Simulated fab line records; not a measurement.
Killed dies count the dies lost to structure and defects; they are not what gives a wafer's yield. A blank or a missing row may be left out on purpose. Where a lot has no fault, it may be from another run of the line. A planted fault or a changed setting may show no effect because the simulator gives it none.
The same fault as seen by 2 desks -- flow nandHarc -- only its own numbers are on each desk; what lay behind them is given at the end

## THE DEFECT DESK
For each lot, the counts of the inspections along the route, averaged over the sampled wafers that have a number. A lot is out of limits, marked OUT, if its mean lies more than 4 standard deviations from the usual mean; the brackets give that distance.
Columns: A = rawDefectCount at NHARC_A_BLC_INSPECT_12, usual 91
lot,first seen here,A
L851,day 22 22:25,102
L854,day 23 16:27,60
L853,day 23 17:31,75
L859,day 25 20:37,85
L860,day 26 16:28,131
L866,day 28 22:37,27
L867,day 29 01:38,138
L868,day 29 08:07,147
L872,day 31 08:23,83
L871,day 31 09:26,87
L873,day 32 06:39,81
L874,day 32 07:13,69
Finding of this desk: none of the 12 lots has anything out of limits.

## AT THE TOOL OWNER'S DESK: rieDiel-01
The tool's own readings at NHARC_A_BLC_ETCH_17 (etches the open film in N2/H2, target depth 390 nm, time 609.38 s): means of the sampled wafers that have a number, for each lot that ran on this tool. A lot is out of limits, marked OUT, if its mean lies more than 4 standard deviations from the usual mean; the brackets give that distance. Of its 9 readings 7 are shown: the one that was out of limits first, and those that lie furthest out on some lot.
Columns: A = biasW at NHARC_A_BLC_ETCH_17, usual 150.0 W; B = chamberPressureMTorr at NHARC_A_BLC_ETCH_17, usual 30.000 mTorr; C = drypumpMotorCurrentA at NHARC_A_BLC_ETCH_17, usual 5.6 A; D = mfcArSccm at NHARC_A_BLC_ETCH_17, usual 0.011 sccm; E = oesProductAu at NHARC_A_BLC_ETCH_17, usual 1.000 a.u.; F = runLengthS at NHARC_A_BLC_ETCH_17, usual 630.5 s; G = throttleValvePct at NHARC_A_BLC_ETCH_17, usual 14.171 %
lot,first seen here,A,B,C,D,E,F,G
L854,day 23 16:44,149.8,30.001,5.4,0.004,0.996,630.7,14.172
L859,day 25 20:53,149.5,29.981,5.7,0.004,1.002,519.7 (-99 or more) OUT,14.162
L860,day 26 16:42,150.2,30.003,5.8,0.000,0.992,575.0 (-99 or more) OUT,14.161
L868,day 29 08:25,149.9,30.006,5.5,0.004,0.993,630.7,14.166
L871,day 31 09:43,150.3,30.010,5.5,0.004,1.000,630.9,14.170
L874,day 32 07:27,149.8,30.003,5.5,0.004,1.001,630.9,14.168
This desk's verdict: out of limits on L859, L860, starting with L859 at day 25 20:53 (runLengthS at NHARC_A_BLC_ETCH_17). Within limits: L854, L868, L871, L874.

## ALL TOGETHER
On L859, L860, at day 25 20:53, an alarm was possible from the tool owner's desk.
Nothing out of limits was seen by the defect desk.
The defect desk has L859, L860 on record, within its limits.
Every lot named ran NHARC_A_BLC_ETCH_17 on rieDiel-01.

## WHAT THE SIMULATOR HAD INSERTED
rieDiel-01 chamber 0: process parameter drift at NHARC_A_BLC_ETCH_17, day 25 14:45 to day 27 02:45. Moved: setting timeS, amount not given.
Struck lots among those shown: L859, L860.
Hours from the fault's start to each desk's first reading out of limits: the tool owner's desk, 6.
